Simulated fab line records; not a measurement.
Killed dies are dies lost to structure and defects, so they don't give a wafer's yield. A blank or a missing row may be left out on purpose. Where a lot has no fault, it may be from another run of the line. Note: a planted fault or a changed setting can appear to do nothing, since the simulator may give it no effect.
Which of the tools did it? -- flow n5-finfet -- 10 lots, 30 wafers sampled, at 5 steps of a route of 1938

== WHAT THE GAUGES SHOWED, per wafer ==
The record holds no reading of a measuring or inspecting step that can be judged against a usual standard deviation.

== TOOL THAT RAN EACH LOT (tool first, then ch and the chambers of the sampled wafers, then the start) ==
lot,N5_BEOL_M2_SPUTTER_96,N5_PASSIVATION_PASS_ETCH_74,N5_PASSIVATION_PRE_CLEAN_19,N5_PASSIVATION_PASS_ETCH_47,N5_PASSIVATION_PROBE_49
L214,"pvd-sputter-01, day 7 15:01","rie-diel-01 ch 0,2,3, day 14 06:23","pvd-sputter-02, day 14 07:10","rie-diel-06 ch 0,2,3, day 14 10:18",-
L217,"pvd-sputter-01, day 9 01:07","rie-diel-04 ch 0,2,3, day 14 21:08","pvd-sputter-03, day 14 23:34","rie-diel-03 ch 0,1, day 15 02:13",-
L218,"pvd-sputter-02, day 9 01:22","rie-diel-01 ch 0,3, day 15 03:11","pvd-sputter-03, day 15 03:44","rie-diel-06 ch 1,2, day 15 06:13",-
L222,"pvd-sputter-02, day 9 16:50","rie-diel-01 ch 0,1,2, day 16 06:25","pvd-sputter-02, day 16 07:17","rie-diel-05 ch 2,3, day 16 10:03",-
L223,"pvd-sputter-02, day 10 00:06","rie-diel-01 ch 0,1, day 15 20:11","pvd-sputter-01, day 15 21:06","rie-diel-06 ch 1,2,3, day 16 00:08","prober-01, day 16 03:18"
L224,"pvd-sputter-02, day 10 09:45","rie-diel-04 ch 0,1,2, day 16 16:37","pvd-sputter-02, day 16 17:38","rie-diel-03 ch 0,1,2, day 16 20:09","prober-02, day 16 23:12"
L225,"pvd-sputter-02, day 10 11:35","rie-diel-04 ch 1,2,3, day 17 15:55","pvd-sputter-01, day 17 18:08","rie-diel-06 ch 2,3, day 17 20:54","prober-02, day 17 23:58"
L230,"pvd-sputter-01, day 13 04:47","rie-diel-01 ch 1,2,3, day 19 13:20","pvd-sputter-01, day 19 14:23","rie-diel-05 ch 0,1,3, day 19 17:07","prober-02, day 19 20:11"
L235,"pvd-sputter-03, day 13 05:37","rie-diel-01 ch 0,1,2, day 19 12:44","pvd-sputter-03, day 19 13:39","rie-diel-05 ch 0,2, day 19 16:32","prober-01, day 19 19:40"
L236,"pvd-sputter-02, day 13 18:34","rie-diel-04 ch 0,1,2, day 18 05:50","pvd-sputter-02, day 18 06:38","rie-diel-06 ch 0,1,3, day 18 09:14",-
- N5_BEOL_M2_SPUTTER_96: material Cu, target thk 4.5 nm, time 8.29 s.
- N5_PASSIVATION_PASS_ETCH_74: etches SiNx in CF4/O2, target depth 220 nm, time 110 s.
- N5_PASSIVATION_PRE_CLEAN_19
- N5_PASSIVATION_PASS_ETCH_47: etches SiNx in CF4/O2, target depth 770 nm, time 385 s.
- N5_PASSIVATION_PROBE_49

== WHAT THE TOOLS THEMSELVES READ (means of the sampled wafers that have a number; where no wafer has one, the mark that the record gives instead) ==
N5_BEOL_M2_SPUTTER_96. Usual: susceptor-temp-C -19.98 C, standard deviation 0.1; throttle-valve-pct 29.6 %, standard deviation 1.4.
lot,tool,susceptor-temp-C (C),throttle-valve-pct (%),flag
L214,pvd-sputter-01,-19.96,29.3,
L217,pvd-sputter-01,-19.94,29.9,
L218,pvd-sputter-02,-19.99,29.2,
L222,pvd-sputter-02,-20.00,28.3,
L223,pvd-sputter-02,-19.97,29.1,
L224,pvd-sputter-02,-19.98,29.3,
L225,pvd-sputter-02,-20.03,28.4,
L230,pvd-sputter-01,-19.87,29.9,
L235,pvd-sputter-03,-19.96,29.6,
L236,pvd-sputter-02,-20.04,29.2,

N5_PASSIVATION_PASS_ETCH_74. Usual: drypump-motor-current-A 5.7 A, standard deviation 0.44; oes-product-au 0.79 a.u., standard deviation 0.08; rf-fwd-power-W 532.4 W, standard deviation 1.6; rf-vpp-V 240.9 V, standard deviation 1.8; showerhead-plenum-p-Torr 2.21 Torr, standard deviation 0.087; throttle-valve-pct 15.95 %, standard deviation 0.23.
lot,tool,drypump-motor-current-A (A),oes-product-au (a.u.),rf-fwd-power-W (W),rf-vpp-V (V),showerhead-plenum-p-Torr (Torr),throttle-valve-pct (%),flag
L214,rie-diel-01,5.8,0.76,533.4,242.0,2.29,15.99,
L217,rie-diel-04,5.8,0.82,532.7,240.7,2.13,15.87,
L218,rie-diel-01,5.6,0.69,531.2,242.3,2.26,16.27,
L222,rie-diel-01,6.0,0.79,533.1,239.8,2.30,15.95,
L223,rie-diel-01,6.0,0.74,533.8,240.4,2.28,16.13,
L224,rie-diel-04,5.5,0.80,532.5,241.5,2.19,15.92,
L225,rie-diel-04,5.9,0.78,533.0,241.1,2.15,15.86,
L230,rie-diel-01,5.7,0.84,531.7,241.8,2.29,15.90,
L235,rie-diel-01,6.0,0.85,532.8,240.7,2.29,15.83,
L236,rie-diel-04,5.5,0.79,532.3,241.7,2.18,15.94,

N5_PASSIVATION_PRE_CLEAN_19. Usual: heater-power-w at 452 W, with a standard deviation of 61.
lot,tool,heater-power-w (W),flag
L214,pvd-sputter-02,425,
L217,pvd-sputter-03,489,
L218,pvd-sputter-03,453,
L222,pvd-sputter-02,429,
L223,pvd-sputter-01,463,
L224,pvd-sputter-02,419,
L225,pvd-sputter-01,487,
L230,pvd-sputter-01,465,
L235,pvd-sputter-03,456,
L236,pvd-sputter-02,391,

N5_PASSIVATION_PASS_ETCH_47. Usual: drypump-motor-current-A 5.7 A, standard deviation 0.49; oes-product-au 0.82 a.u., standard deviation 0.076; rf-fwd-power-W 534.3 W, standard deviation 1.7; rf-vpp-V 239.1 V, standard deviation 2; showerhead-plenum-p-Torr 2.18 Torr, standard deviation 0.073; throttle-valve-pct 15.87 %, standard deviation 0.23.
lot,tool,drypump-motor-current-A (A),oes-product-au (a.u.),rf-fwd-power-W (W),rf-vpp-V (V),showerhead-plenum-p-Torr (Torr),throttle-valve-pct (%),flag
L214,rie-diel-06,5.4,0.84,533.9,241.4,2.17,15.88,
L217,rie-diel-03,5.6,0.81,533.8,237.4,2.13,16.03,
L218,rie-diel-06,5.7,0.73,533.9,238.1,2.13,16.04,
L222,rie-diel-05,6.0,0.77,532.9,238.8,2.17,16.08,
L223,rie-diel-06,5.4,0.78,535.4,239.5,2.15,16.02,
L224,rie-diel-03,5.7,0.78,533.8,238.1,2.18,16.04,
L225,rie-diel-06,5.1,0.82,534.4,241.0,2.16,16.00,
L230,rie-diel-05,6.1,0.83,534.6,237.9,2.20,15.77,
L235,rie-diel-05,6.4,0.88,534.4,238.1,2.15,15.64,
L236,rie-diel-06,5.5,0.79,532.2,242.2,2.13,16.05,

N5_PASSIVATION_PROBE_49. Usual: defect-limited-yield 91.1 %, standard deviation 1.4; killed_at_M0_to_M3 34, standard deviation 10; killed_at_M4_up 14, standard deviation 5.5; killed-at-contacts 12, standard deviation 5.1; killed-at-front-end 41, standard deviation 12; killed-at-other 4, standard deviation 3.1; killed-dies 105, standard deviation 17; killed-on-rim 13, standard deviation 3.7; killed-open 70, standard deviation 13; killed-short 33, standard deviation 7.6; sort_bin_5_function 5.3 %, standard deviation 0.98; sort_bin_6_memory 3.3 %, standard deviation 0.67; sort-n-pass 1075, standard deviation 17; sort-yield-pct 91.1 %, standard deviation 1.4.
lot,tool,defect-limited-yield (%),killed_at_M0_to_M3,killed_at_M4_up,killed-at-contacts,killed-at-front-end,killed-at-other,killed-dies,killed-on-rim,killed-open,killed-short,sort_bin_5_function (%),sort_bin_6_memory (%),sort-n-pass,sort-yield-pct (%),flag
L223,prober-01,91.4,24,10,6,60,0,102,9,66,36,4.9,3.3,1078,91.4,
L224,prober-02,86.0,78,22,14,47,4,165,20,76,42,8.8,3.7,1015,86.0,OFF
L225,prober-02,86.3,87,17,11,39,7,161,19,80,31,8.1,3.8,1019,86.3,OFF
L230,prober-02,92.1,24,13,16,31,9,93,15,64,27,4.6,3.1,1087,92.1,
L235,prober-01,91.1,37,12,10,43,2,105,11,72,31,5.2,3.5,1075,91.1,

== THE ANSWER, worked out from the rows above alone ==
Rule: take the mean of a lot's wafers that have a number; if it is more than 3 standard deviations from the usual mean, the lot is off. Also off: a lot with no number at a reading for which 4 or more lots have one. Any other lot the step has rows for is counted as sound. First the gauges in route order, then the tools' own readings, where a lot's mean is used as printed above. The first step at which some lot is off is used, and at that step the reading that is off furthest; a lot without a number counts as furthest.
Off: L224, L225, at N5_PASSIVATION_PROBE_49 (killed_at_M0_to_M3). Neither off nor sound, because the step has no rows for them: L214, L217, L218, L222, L236.
If a tool, at that step or one of the process steps before it, ran each lot that is off and ran no sound lot following the first of them, it fits. Undecided on this evidence; 2 tools fit (pvd-sputter-02 at N5_BEOL_M2_SPUTTER_96, rie-diel-04 at N5_PASSIVATION_PASS_ETCH_74).

== WHAT THE SIMULATOR HAD INSERTED ==
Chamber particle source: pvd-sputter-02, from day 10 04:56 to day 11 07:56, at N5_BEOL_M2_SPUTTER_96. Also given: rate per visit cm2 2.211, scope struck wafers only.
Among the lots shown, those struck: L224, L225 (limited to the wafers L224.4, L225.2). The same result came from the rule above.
